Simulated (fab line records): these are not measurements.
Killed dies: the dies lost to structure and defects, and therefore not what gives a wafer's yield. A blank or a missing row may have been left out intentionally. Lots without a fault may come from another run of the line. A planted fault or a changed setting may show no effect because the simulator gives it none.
Tool commonality check + flow nand harc + 14 lots and 42 wafers in the sample

## REASON IT WAS OPENED
On 2 of the 14 lots, a flag is raised at NHARC_A_ONON_D1_THK_MEAS_30 on the reading thk nm. Wafers without a fault read 1003 nm, standard deviation 12.
Rule: a lot is flagged in two cases, either no wafer of it has a number, or all its wafers with numbers fall more than 4 standard deviations from that mean. As for the other lots, they are considered sound.

| lot  | measured     | on            | thk nm (nm), wafer by wafer | flag    |
|------|--------------|---------------|-----------------------------|---------|
| L419 | day 8 01:42  | film metro-01 | 1000 1001 1002              |         |
| L421 | day 8 20:27  | film metro-01 | 1011 1014 1014              |         |
| L420 | day 8 20:27  | film metro-02 | 997 996 999                 |         |
| L422 | day 9 12:35  | film metro-01 | 1001 1001 1002              |         |
| L423 | day 9 21:10  | film metro-02 | 1020 1019 1018              |         |
| L425 | day 10 15:40 | film metro-02 | 996 995 996                 |         |
| L426 | day 11 03:41 | film metro-01 | 1029 1030 1028              |         |
| L427 | day 11 14:09 | film metro-01 | 986 986 986                 |         |
| L428 | day 11 18:23 | film metro-02 | 986 984 985                 |         |
| L429 | day 12 10:37 | film metro-01 | 1014 1012 1013              |         |
| L433 | day 14 11:56 | film metro-02 | 1063 1062 1062              | FLAGGED |
| L434 | day 15 05:32 | film metro-02 | 1073 1071 1072              | FLAGGED |
| L440 | day 17 07:42 | film metro-01 | 1011 1011 1012              |         |
| L442 | day 17 16:56 | film metro-02 | 986 985 985                 |         |
The numbers of the flagged lots are 1067 nm on average: +64 nm against the usual, or +5 standard deviations.

## WHICH TOOL EACH LOT WENT THROUGH
The record holds 1 process step before the reading, out of a route of 1302 steps. Each cell gives the tool, then ch followed by the chambers the sampled wafers passed through, then the start.
| lot  | flag    | NHARC_A_ONON_D1_DEP_28           |
|------|---------|----------------------------------|
| L419 |         | pecvd onon-04 ch 0, day 8 01:11  |
| L421 |         | pecvd onon-01 ch 0, day 8 20:04  |
| L420 |         | pecvd onon-04 ch 0, day 8 19:56  |
| L422 |         | pecvd onon-01 ch 0, day 9 12:04  |
| L423 |         | pecvd onon-01 ch 0, day 9 20:43  |
| L425 |         | pecvd onon-01 ch 0, day 10 15:13 |
| L426 |         | pecvd onon-01 ch 0, day 11 03:10 |
| L427 |         | pecvd onon-02 ch 0, day 11 13:38 |
| L428 |         | pecvd onon-01 ch 0, day 11 17:53 |
| L429 |         | pecvd onon-02 ch 0, day 12 10:10 |
| L433 | FLAGGED | pecvd onon-01 ch 0, day 14 11:25 |
| L434 | FLAGGED | pecvd onon-01 ch 0, day 15 05:02 |
| L440 |         | pecvd onon-04 ch 0, day 17 07:11 |
| L442 |         | pecvd onon-04 ch 0, day 17 16:28 |
These steps, and what they do:
- NHARC_A_ONON_D1_DEP_28: target thk 1000 nm.
- NHARC_A_ONON_D1_THK_MEAS_30: measures by ellipsometry.

## FLAGGED AGAINST TOTAL, ONE TOOL AT A TIME (gauges that did the reading follow at the end)
| step                        | tool          | lots run | flagged | share of the flagged lots | sound lots run after its first flagged lot |
|-----------------------------|---------------|----------|---------|---------------------------|--------------------------------------------|
| NHARC_A_ONON_D1_DEP_28      | pecvd onon-01 | 8        | 2       | all                       | 0                                          |
| NHARC_A_ONON_D1_DEP_28      | pecvd onon-02 | 2        | 0       | none                      | -                                          |
| NHARC_A_ONON_D1_DEP_28      | pecvd onon-04 | 4        | 0       | none                      | -                                          |
| NHARC_A_ONON_D1_THK_MEAS_30 | film metro-01 | 7        | 0       | none                      | -                                          |
| NHARC_A_ONON_D1_THK_MEAS_30 | film metro-02 | 7        | 2       | all                       | 1 (L442)                                   |

## WHAT THE TABLE ALLOWS
In 2 table rows, all flagged lots were run: pecvd onon-01 (NHARC_A_ONON_D1_DEP_28), film metro-02 (NHARC_A_ONON_D1_THK_MEAS_30).
- pecvd onon-01 at NHARC_A_ONON_D1_DEP_28 ran 8 lots, 2 of them flagged. A fault beginning between L428 (day 11 17:53), its last sound lot, and L433 (day 14 11:25), its first flagged one, fits the data.
- film metro-02 at NHARC_A_ONON_D1_THK_MEAS_30 ran 7 lots, 2 of them flagged. Sound lots ran on it after the first flagged one (L442), which a lasting fault on the whole tool wouldn't allow.
What remains is a single tool, pecvd onon-01 at NHARC_A_ONON_D1_DEP_28.

## WHAT THE SIMULATOR HAD INSERTED
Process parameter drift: pecvd onon-01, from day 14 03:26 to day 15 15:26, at NHARC_A_ONON_D1_DEP_28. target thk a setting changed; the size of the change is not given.
Struck lots among those shown: L433, L434. The rule above reached the same finding.
